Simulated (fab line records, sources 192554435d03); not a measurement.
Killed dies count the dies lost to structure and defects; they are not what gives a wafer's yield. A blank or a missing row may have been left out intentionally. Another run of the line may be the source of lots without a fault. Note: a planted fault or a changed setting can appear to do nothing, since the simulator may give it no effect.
fab line records	flow n5_finfet	part 1 of 2: steps 1 to 19 of 29
record: lots: 5	wafers: 15	last_day: 14
route steps=1938 shown BEOL_M7@1291
lots with no fault: from the same line, run without faults
start_h: the number of hours between the record's first day and the start of the first shown wafer of the lot	wait_h: how many hours have passed since the lot's step before this one	" identical to the entry in the row above	L1.1+2: a row that stands for several wafers	- value missing, or start not given	* or withheld: withheld	< > ~ a bound
route shown NAME@n: names a module that has steps shown in the file, with the first one's number in the route	usual: mean/standard deviation taken from wafers without a fault	same: alike in all rows	chamber/n: place in a boat	sites: per-site readings	_std_site: the values' standard deviation	_edge_site: inner sites' mean taken away from outer sites' mean	radius_mm: for every site, how far away it sits from the centre of the wafer	mask NAME#n: copy n	behind: the last tool/chamber to shape the wafer	hold: why the lot was held/for how many hours/how that ended	device: which transistor (n, p or np) failed to switch	end of line: the same wafers' tests at the end of the route	where a step has no rows: the recipe by itself	killed: dies lost to structure and defects at the first sort, not the wafer's yield	map: a wafer's dies, marking killed ones x, the rest . and places with no die _
set.NAME: the setting the step ran with; set.NAME@STEP: the setting that earlier step ran with	model.NAME: the simulator's own value behind a step, which no gauge read
lots at some steps of the route; a table a step, a row a wafer
services: the hour from which a tool's chamber was out of use, counted from the record's first day as start_h (under 0 if before that day), plus the number of hours and why
== steps ==
step: N5_BEOL_M7_EBR_24
recipe: solvent: PGMEA	ebr_width_mm: 1.5
lot.wafer	tool	chamber	start_h	wait_h
L074.4+5+6	litho_track-03	0	-	-
L075.1+4+5	litho_track-03	0	-	-
L081.2+4+5	litho_track-03	0	-	-
L086.1+5+6	litho_track-03	0	-	-
L085.2+3+6	litho_track-01	0	-	-
step: N5_BEOL_M7_SOFTBAKE_23
recipe: temp_c: 110	time_s: 60	resist: CAR-EUV
lot.wafer	tool	chamber	start_h	wait_h
L074.4+5+6	litho_track-03	0	-	-
L075.1+4+5	litho_track-03	0	-	-
L081.2+4+5	litho_track-03	0	-	-
L086.1+5+6	litho_track-03	0	-	-
L085.2+3+6	litho_track-01	0	-	-
step: N5_BEOL_M7_EXPOSE_25
recipe: mask_id: V6	na: 0.33	source_shape: annular	sigma_inner: 0.4	sigma_outer: 0.8	polarization: unpolarized	target_cd_nm: 40	dose_mj: 42.5
lot.wafer	tool	chamber	start_h	wait_h	mask
L074.4+5+6	euv_scanner-01	0	190.83	-	V6#0
L075.1+4+5	euv_scanner-01	0	197.34	-	V6#0
L081.2+4+5	euv_scanner-02	0	237.18	-	V6#0
L086.1+5+6	euv_scanner-02	0	256.85	-	V6#0
L085.2+3+6	euv_scanner-02	0	266.93	-	V6#0
step: N5_BEOL_M7_PEB_26
recipe: peb_temp_c: 100	peb_time_s: 60	resist: CAR-EUV
lot.wafer	tool	chamber	start_h	wait_h
L074.4+5+6	litho_track-04	0	190.88	0.0
L075.1+4+5	litho_track-03	0	197.41	0.1
L081.2+4+5	litho_track-03	0	237.24	0.1
L086.1+5+6	litho_track-04	0	256.92	0.1
L085.2+3+6	litho_track-01	0	266.99	0.1
step: N5_BEOL_M7_DEVELOP_27
recipe: develop_time_s: 30	developer: TMAH	resist: CAR-EUV	rinse_liquid: surfactant_rinse	dry: air_spin	dev_temp_c: 23
lot.wafer	tool	chamber	start_h	wait_h
L074.4+5+6	litho_track-04	0	-	-
L075.1+4+5	litho_track-03	0	-	-
L081.2+4+5	litho_track-03	0	-	-
L086.1+5+6	litho_track-04	0	-	-
L085.2+3+6	litho_track-01	0	-	-
step: N5_BEOL_M7_CD_MEAS_28
recipe: target_cd_nm: 40	landing_energy_ev: 500	detector: se_inlens
usual: cd_nm: 39.94/0.23
lot.wafer	tool	chamber	start_h	wait_h	cd_nm
L074.4	cd_sem-03	0	190.94	-	40.04
L074.5	"	0	"	"	39.68
L074.6	"	0	"	"	40.11
L075.1	cd_sem-02	0	197.48	-	39.82
L075.4	"	0	"	"	39.37
L075.5	"	0	"	"	40.08
L081.2	cd_sem-01	0	237.30	-	39.75
L081.4	"	0	"	"	39.80
L081.5	"	0	"	"	39.79
L086.1	cd_sem-03	0	256.99	-	40.03
L086.5	"	0	"	"	39.92
L086.6	"	0	"	"	39.95
L085.2	cd_sem-01	0	267.06	-	39.90
L085.3	"	0	"	"	39.87
L085.6	"	0	"	"	39.58
step: N5_BEOL_M7_OVL_MEAS_29
recipe: points_per_wafer: 522
usual: V6_OVL: -0.4/0.64
lot.wafer	tool	chamber	start_h	wait_h	V6_OVL[nm]
L074.4	overlay-01	0	190.99	0.0	-0.2
L074.5	"	0	"	"	-0.4
L074.6	"	0	"	"	-0.4
L075.1	overlay-01	0	197.51	0.0	0.0
L075.4	"	0	"	"	-0.1
L075.5	"	0	"	"	0.3
L081.2	overlay-02	0	237.34	0.0	-0.2
L081.4	"	0	"	"	-0.8
L081.5	"	0	"	"	-1.0
L086.1	overlay-02	0	257.02	0.0	-0.8
L086.5	"	0	"	"	-1.1
L086.6	"	0	"	"	-1.1
L085.2	overlay-01	0	267.10	0.0	0.9
L085.3	"	0	"	"	0.4
L085.6	"	0	"	"	0.3
step: N5_BEOL_M7_INSPECT_30
recipe: mode: adi	inspect_instrument: brightfield
usual: raw_defect_count: 435/94
lot.wafer	tool	chamber	start_h	wait_h	raw_defect_count
L074.4	defect_inspect-01	-	191.03	0.0	521
L074.5	"	-	"	"	599
L074.6	"	-	"	"	430
L075.1	defect_inspect-02	-	197.57	0.1	437
L075.4	"	-	"	"	391
L075.5	"	-	"	"	335
L081.2	defect_inspect-02	-	237.39	0.0	297
L081.4	"	-	"	"	360
L081.5	"	-	"	"	386
L086.1	defect_inspect-02	-	257.07	0.1	522
L086.5	"	-	"	"	415
L086.6	"	-	"	"	351
L085.2	defect_inspect-01	-	267.15	0.0	522
L085.3	"	-	"	"	499
L085.6	"	-	"	"	563
step: N5_BEOL_M7_DESCUM_33
recipe: chemistry: O2	time_s: 7	source_power_w: 50	bias_power_w: 20	pressure_mtorr: 20	rf_frequency_hz: 2.712e+07	temp_c: 40	resist: CAR-EUV	o2_flow_sccm: 225
usual: drypump_motor_current_A: 5.72/0.29	oes_product_au: 0.75/0.072	rf_vpp_V: 243.1/1.4	showerhead_plenum_p_Torr: 2.09/0.075	throttle_valve_pct: 20.52/0.21
lot.wafer	tool	chamber	start_h	wait_h	drypump_motor_current_A	oes_product_au	rf_hours_counter_h	rf_vpp_V	showerhead_plenum_p_Torr	throttle_valve_pct
L074.4	rie_diel-06	0	191.06	0.0	5.84	0.73	154	244.1	2.09	20.70
L074.5	"	1	"	"	5.93	0.73	-	242.4	2.19	20.63
L074.6	"	0	"	"	5.83	0.73	-	243.7	2.09	20.69
L075.1	rie_diel-03	2	197.60	0.0	5.53	0.89	12	246.3	2.25	20.37
L075.4	"	0	"	"	5.40	0.71	204	242.7	2.05	20.49
L075.5	"	3	"	"	5.23	0.74	-	243.0	2.07	20.45
L081.2	rie_diel-03	0	237.54	0.1	5.38	0.70	217	242.5	2.05	20.51
L081.4	"	1	"	"	6.24	0.70	-	241.1	1.99	20.68
L081.5	"	0	"	"	5.39	0.69	-	242.6	2.05	20.50
L086.1	rie_diel-05	0	257.11	0.0	5.86	0.75	172	240.5	2.00	20.72
L086.5	"	2	"	"	5.61	0.83	-	243.5	2.11	20.24
L086.6	"	1	"	"	5.74	0.71	-	242.8	2.06	20.02
L085.2	rie_diel-05	1	267.18	0.0	5.74	0.71	190	242.9	2.06	20.04
L085.3	"	2	"	"	5.59	0.83	73	241.3	2.11	20.24
L085.6	"	0	"	"	5.86	0.74	-	243.7	2.00	20.73
step: N5_BEOL_M7_ETCH_72
recipe: chemistry: N2/H2	target: underlayer	target_depth_a: 65	mask_material: CAR-EUV	time_s: 5.2	ion_energy_ev: 200	pressure_mtorr: 30	source_w: 840	bias_w: 150	n2_flow_sccm: 200	h2_flow_sccm: 200	ends: cleared
usual: drypump_motor_current_A: 5.73/0.29	etch_rf_on_time_s: 5.14/0.14	oes_product_au: 0.65/0.059	rf_vpp_V: 524.0/2.6	showerhead_plenum_p_Torr: 2.54/0.089	throttle_valve_pct: 17.97/0.18
lot.wafer	tool	chamber	start_h	wait_h	drypump_motor_current_A	etch_rf_on_time_s	oes_product_au	rf_hours_counter_h	rf_vpp_V	showerhead_plenum_p_Torr	throttle_valve_pct
L074.4	rie_diel-06	0	191.10	0.0	5.84	5.24	0.62	154	524.3	2.52	18.05
L074.5	"	1	"	"	5.91	5.32	0.62	-	525.7	2.65	17.98
L074.6	"	0	"	"	5.84	5.26	0.63	-	525.9	2.52	18.05
L075.1	rie_diel-03	2	197.63	0.0	5.56	5.12	0.78	12	529.3	2.72	17.65
L075.4	"	0	"	"	5.41	5.25	0.60	204	523.7	2.53	18.12
L075.5	"	3	"	"	5.22	5.13	0.64	-	523.0	2.53	18.08
L081.2	rie_diel-03	0	237.58	0.0	5.39	5.24	0.60	217	523.7	2.52	18.19
L081.4	"	1	"	"	6.24	5.01	0.59	-	522.0	2.42	18.10
L081.5	"	0	"	"	5.37	5.26	0.59	-	525.3	2.52	18.17
L086.1	rie_diel-05	0	257.14	0.0	5.87	4.95	0.64	172	520.9	2.42	18.01
L086.5	"	2	"	"	5.61	4.94	0.73	-	523.8	2.57	17.69
L086.6	"	1	"	"	5.74	5.20	0.62	-	523.1	2.51	17.62
L085.2	rie_diel-05	1	267.22	0.0	5.73	5.13	0.61	190	524.9	2.51	17.61
L085.3	"	2	"	"	5.59	4.87	0.73	73	524.6	2.57	17.71
L085.6	"	0	"	"	5.85	4.95	0.64	-	522.3	2.42	18.02
step: N5_BEOL_M7_ETCH_65
recipe: chemistry: CF4	target: SiARC	target_depth_a: 156	mask_material: CAR-EUV	time_s: 26	ion_energy_ev: 80	pressure_mtorr: 40	source_w: 545	bias_w: 36	Ar_flow_sccm: 100	cf4_flow_sccm: 100	ends: cleared
usual: drypump_motor_current_A: 5.72/0.29	etch_rf_on_time_s: 25.7/0.74	oes_product_au: 0.65/0.06	rf_vpp_V: 184.1/1.2	showerhead_plenum_p_Torr: 2.15/0.067	throttle_valve_pct: 15.72/0.18
lot.wafer	tool	chamber	start_h	wait_h	drypump_motor_current_A	etch_rf_on_time_s	oes_product_au	rf_hours_counter_h	rf_vpp_V	showerhead_plenum_p_Torr	throttle_valve_pct
L074.4	rie_diel-06	0	191.11	0.0	5.82	26.0	0.62	154	184.2	2.15	15.87
L074.5	"	1	"	"	5.89	26.7	0.62	-	184.5	2.23	15.76
L074.6	"	0	"	"	5.82	26.1	0.62	-	185.8	2.15	15.89
L075.1	rie_diel-03	2	197.65	0.0	5.54	25.5	0.78	12	186.1	2.28	15.43
L075.4	"	0	"	"	5.38	25.8	0.61	204	183.4	2.12	15.77
L075.5	"	3	"	"	5.25	25.5	0.63	-	185.2	2.14	15.72
L081.2	rie_diel-03	0	237.59	0.0	5.40	26.1	0.60	217	185.4	2.12	15.81
L081.4	"	1	"	"	6.24	25.1	0.61	-	183.8	2.05	15.89
L081.5	"	0	"	"	5.41	26.1	0.60	-	184.0	2.12	15.81
L086.1	rie_diel-05	0	257.16	0.0	5.83	24.6	0.65	172	184.4	2.06	15.99
L086.5	"	2	"	"	5.56	25.1	0.73	-	184.3	2.17	15.47
L086.6	"	1	"	"	5.72	26.3	0.61	-	184.1	2.13	15.42
L085.2	rie_diel-05	1	267.23	0.0	5.71	25.7	0.62	190	184.3	2.13	15.44
L085.3	"	2	"	"	5.56	24.2	0.73	73	184.5	2.17	15.45
L085.6	"	0	"	"	5.83	24.4	0.65	-	183.0	2.06	15.98
step: N5_BEOL_M7_ETCH_66
recipe: chemistry: N2/H2	target: SOC	target_depth_a: 800	overetch_a: 160	mask_material: SiARC	temp_c: 40	time_s: 120	ion_energy_ev: 200	pressure_mtorr: 30	source_w: 840	bias_w: 150	n2_flow_sccm: 200	h2_flow_sccm: 200
usual: drypump_motor_current_A: 5.73/0.3	oes_product_au: 0.58/0.052	rf_vpp_V: 523.8/2.7	showerhead_plenum_p_Torr: 2.54/0.089	throttle_valve_pct: 17.93/0.18
lot.wafer	tool	chamber	start_h	wait_h	drypump_motor_current_A	oes_product_au	rf_hours_counter_h	rf_vpp_V	showerhead_plenum_p_Torr	throttle_valve_pct
L074.4	rie_diel-06	0	191.14	0.0	5.83	0.56	154	523.5	2.52	17.98
L074.5	"	1	"	"	5.92	0.56	-	525.8	2.65	17.98
L074.6	"	0	"	"	5.84	0.56	-	524.4	2.52	17.99
L075.1	rie_diel-03	2	197.68	0.0	5.52	0.69	12	528.2	2.72	17.62
L075.4	"	0	"	"	5.37	0.54	204	524.2	2.53	18.11
L075.5	"	3	"	"	5.24	0.57	-	522.7	2.53	18.01
L081.2	rie_diel-03	0	237.62	0.0	5.36	0.54	217	523.3	2.52	18.14
L081.4	"	1	"	"	6.22	0.54	-	519.7	2.42	18.08
L081.5	"	0	"	"	5.39	0.53	-	523.6	2.52	18.12
L086.1	rie_diel-05	0	257.19	0.0	5.83	0.57	172	519.7	2.42	17.95
L086.5	"	2	"	"	5.56	0.64	-	524.2	2.57	17.65
L086.6	"	1	"	"	5.73	0.55	-	522.4	2.51	17.55
L085.2	rie_diel-05	1	267.26	0.0	5.74	0.55	190	522.9	2.51	17.57
L085.3	"	2	"	"	5.59	0.63	73	524.8	2.57	17.67
L085.6	"	0	"	"	5.85	0.57	-	519.8	2.42	17.97
step: N5_BEOL_M7_STRIP_69
recipe: chemistry: N2/H2	temp_c: 40	n2_flow_sccm: 200	h2_flow_sccm: 200	rf_frequency_hz: 6e+07
lot.wafer	tool	chamber	start_h	wait_h
L074.4+5+6	rie_diel-06	0,1,0	191.22	0.0
L075.1+4+5	rie_diel-03	2,0,3	197.76	0.0
L081.2+4+5	rie_diel-03	0,1,0	237.70	0.0
L086.1+5+6	rie_diel-05	0,2,1	257.27	0.0
L085.2+3+6	rie_diel-05	1,2,0	267.34	0.0
step: N5_BEOL_M7_STRIP_73
recipe: chemistry: N2/H2	temp_c: 40	n2_flow_sccm: 200	h2_flow_sccm: 200	rf_frequency_hz: 6e+07
lot.wafer	tool	chamber	start_h	wait_h
L074.4+5+6	rie_diel-06	0,1,0	191.23	0.0
L075.1+4+5	rie_diel-03	2,0,3	197.77	0.0
L081.2+4+5	rie_diel-03	0,1,0	237.71	0.0
L086.1+5+6	rie_diel-05	0,2,1	257.28	0.0
L085.2+3+6	rie_diel-05	1,2,0	267.35	0.0
step: N5_BEOL_M7_VIA_ETCH_34
recipe: chemistry: C4F6/O2	target: SiCOH_lowk	target_depth_a: 1255	mask_material: SOC	taper_deg: 4	time_s: 50.5	ion_energy_ev: 250	pressure_mtorr: 30	source_w: 345	bias_w: 185	Ar_flow_sccm: 300	C4F6_flow_sccm: 10	O2_flow_sccm: 10
usual: drypump_motor_current_A: 5.72/0.29	oes_product_au: 0.76/0.07	rf_vpp_V: 668/12	showerhead_plenum_p_Torr: 2.85/0.095	throttle_valve_pct: 20.97/0.21
lot.wafer	tool	chamber	start_h	wait_h	drypump_motor_current_A	oes_product_au	rf_hours_counter_h	rf_vpp_V	showerhead_plenum_p_Torr	throttle_valve_pct
L074.4	rie_diel-06	0	191.24	0.0	5.82	0.73	155	649	2.84	21.11
L074.5	"	1	"	"	5.92	0.74	-	677	2.95	20.97
L074.6	"	0	"	"	5.82	0.73	-	647	2.84	21.11
L075.1	rie_diel-03	2	197.78	0.0	5.53	0.91	12	675	3.03	20.80
L075.4	"	0	"	"	5.38	0.71	204	674	2.81	21.01
L075.5	"	3	"	"	5.23	0.74	-	653	2.85	21.07
L081.2	rie_diel-03	0	237.72	0.0	5.37	0.70	217	674	2.81	21.02
L081.4	"	1	"	"	6.23	0.70	-	669	2.71	21.12
L081.5	"	0	"	"	5.38	0.70	-	675	2.81	21.02
L086.1	rie_diel-05	0	257.29	0.0	5.83	0.75	172	656	2.72	21.17
L086.5	"	2	"	"	5.58	0.85	-	662	2.88	20.77
L086.6	"	1	"	"	5.76	0.72	-	685	2.81	20.50
L085.2	rie_diel-05	1	267.36	0.0	5.74	0.72	190	685	2.81	20.50
L085.3	"	2	"	"	5.61	0.84	73	664	2.88	20.77
L085.6	"	0	"	"	5.83	0.74	-	656	2.72	21.17
step: N5_BEOL_M7_STRIP_76
recipe: chemistry: C4F6/O2	resist: SiARC	rf_frequency_hz: 6e+07
lot.wafer	tool	chamber	start_h	wait_h
L074.4+5+6	rie_diel-06	0,1,0	191.29	0.0
L075.1+4+5	rie_diel-03	2,0,3	197.82	0.0
L081.2+4+5	rie_diel-03	0,1,0	237.76	0.0
L086.1+5+6	rie_diel-05	0,2,1	257.33	0.0
L085.2+3+6	rie_diel-05	1,2,0	267.40	0.0
step: N5_BEOL_M7_STRIP_36
recipe: chemistry: N2/H2	power_w: 450	temp_c: 40	pressure_mtorr: 20	rf_frequency_hz: 6e+07	overash_fraction: 0.3	bias_power_w: 7	h2_frac: 0.5	n2_flow_sccm: 200	h2_flow_sccm: 200
usual: drypump_motor_current_A: 5.73/0.29	oes_product_au: 0.75/0.072	rf_vpp_V: 59.2/1.4	showerhead_plenum_p_Torr: 2.54/0.089	throttle_valve_pct: 23.79/0.26
lot.wafer	tool	chamber	start_h	wait_h	drypump_motor_current_A	oes_product_au	rf_hours_counter_h	rf_vpp_V	showerhead_plenum_p_Torr	throttle_valve_pct
L074.4	rie_diel-06	0	191.30	0.0	5.81	0.72	155	58.0	2.52	23.91
L074.5	"	1	"	"	5.91	0.72	-	60.2	2.64	23.73
L074.6	"	0	"	"	5.82	0.72	-	57.7	2.52	23.92
L075.1	rie_diel-03	2	197.83	0.0	5.52	0.91	12	61.1	2.71	23.40
L075.4	"	0	"	"	5.38	0.70	204	57.8	2.52	24.10
L075.5	"	3	"	"	5.23	0.75	-	57.4	2.53	24.04
L081.2	rie_diel-03	0	237.77	0.0	5.39	0.70	217	60.5	2.52	24.16
L081.4	"	1	"	"	6.22	0.69	-	62.0	2.41	23.88
L081.5	"	0	"	"	5.38	0.70	-	59.7	2.51	24.09
L086.1	rie_diel-05	0	257.34	0.0	5.83	0.74	172	60.2	2.42	23.62
L086.5	"	2	"	"	5.59	0.84	-	59.3	2.57	23.48
L086.6	"	1	"	"	5.71	0.71	-	59.4	2.51	23.31
L085.2	rie_diel-05	1	267.41	0.0	5.76	0.71	190	57.4	2.51	23.32
L085.3	"	2	"	"	5.59	0.83	73	60.4	2.57	23.50
L085.6	"	0	"	"	5.84	0.74	-	58.0	2.42	23.60
step: N5_BEOL_M7_TRENCH_ETCH_37
recipe: chemistry: C4F6/O2	target_depth_a: 934.78	target: SiCOH_lowk	time_s: 31.2	ion_energy_ev: 250	pressure_mtorr: 30	source_w: 345	bias_w: 185	Ar_flow_sccm: 300	C4F6_flow_sccm: 10	O2_flow_sccm: 10
usual: drypump_motor_current_A: 5.73/0.29	oes_product_au: 0.76/0.07	rf_vpp_V: 667/13	showerhead_plenum_p_Torr: 2.85/0.095	throttle_valve_pct: 21.00/0.2
lot.wafer	tool	chamber	start_h	wait_h	drypump_motor_current_A	oes_product_au	rf_hours_counter_h	rf_vpp_V	showerhead_plenum_p_Torr	throttle_valve_pct
L074.4	rie_diel-06	0	-	-	5.84	0.73	155	649	2.84	21.15
L074.5	"	1	"	"	5.92	0.73	-	676	2.95	21.00
L074.6	"	0	"	"	5.82	0.73	-	647	2.84	21.14
L075.1	rie_diel-03	2	-	-	5.56	0.90	12	676	3.03	20.82
L075.4	"	0	"	"	5.41	0.71	204	676	2.81	21.05
L075.5	"	3	"	"	5.23	0.73	-	654	2.85	21.11
L081.2	rie_diel-03	0	-	-	5.39	0.70	217	677	2.81	21.06
L081.4	"	1	"	"	6.24	0.71	-	670	2.71	21.13
L081.5	"	0	"	"	5.39	0.70	-	674	2.81	21.07
L086.1	rie_diel-05	0	-	-	5.84	0.75	172	656	2.72	21.19
L086.5	"	2	"	"	5.59	0.85	-	664	2.88	20.79
L086.6	"	1	"	"	5.70	0.72	-	686	2.81	20.52
L085.2	rie_diel-05	1	-	-	5.74	0.72	190	684	2.80	20.53
L085.3	"	2	"	"	5.54	0.85	73	664	2.88	20.80
L085.6	"	0	"	"	5.85	0.74	-	655	2.72	21.20
step: N5_BEOL_M7_ETCH_41
recipe: chemistry: CH3F/O2	target: SiCN	target_depth_a: 319	taper_deg: 2	time_s: 57.8	ion_energy_ev: 120	mask_material: TiN	pressure_mtorr: 30	source_w: 395	bias_w: 75	Ar_flow_sccm: 150	CH3F_flow_sccm: 30	O2_flow_sccm: 20
usual: drypump_motor_current_A: 5.72/0.29	oes_product_au: 0.76/0.07	rf_vpp_V: 297.3/1.5	showerhead_plenum_p_Torr: 2.00/0.07	throttle_valve_pct: 16.41/0.18
lot.wafer	tool	chamber	start_h	wait_h	drypump_motor_current_A	oes_product_au	rf_hours_counter_h	rf_vpp_V	showerhead_plenum_p_Torr	throttle_valve_pct
L074.4	rie_diel-06	0	-	-	5.82	0.73	155	298.6	2.00	16.54
L074.5	"	1	"	"	5.89	0.72	-	299.1	2.08	16.42
L074.6	"	0	"	"	5.81	0.73	-	297.6	2.00	16.57
L075.1	rie_diel-03	2	-	-	5.53	0.91	12	302.3	2.14	16.15
L075.4	"	0	"	"	5.40	0.71	204	295.8	1.97	16.43
L075.5	"	3	"	"	5.23	0.74	-	297.3	2.00	16.48
L081.2	rie_diel-03	0	-	-	5.40	0.71	217	297.3	1.97	16.46
L081.4	"	1	"	"	6.23	0.71	-	295.4	1.90	16.55
L081.5	"	0	"	"	5.41	0.71	-	294.9	1.97	16.47
L086.1	rie_diel-05	0	-	-	5.85	0.75	172	296.9	1.91	16.59
L086.5	"	2	"	"	5.57	0.86	-	298.1	2.02	16.18
L086.6	"	1	"	"	5.74	0.72	-	297.8	1.97	16.03
L085.2	rie_diel-05	1	-	-	5.75	0.71	190	296.1	1.97	16.05
L085.3	"	2	"	"	5.56	0.85	73	298.7	2.02	16.19
L085.6	"	0	"	"	5.84	0.75	-	294.2	1.91	16.59
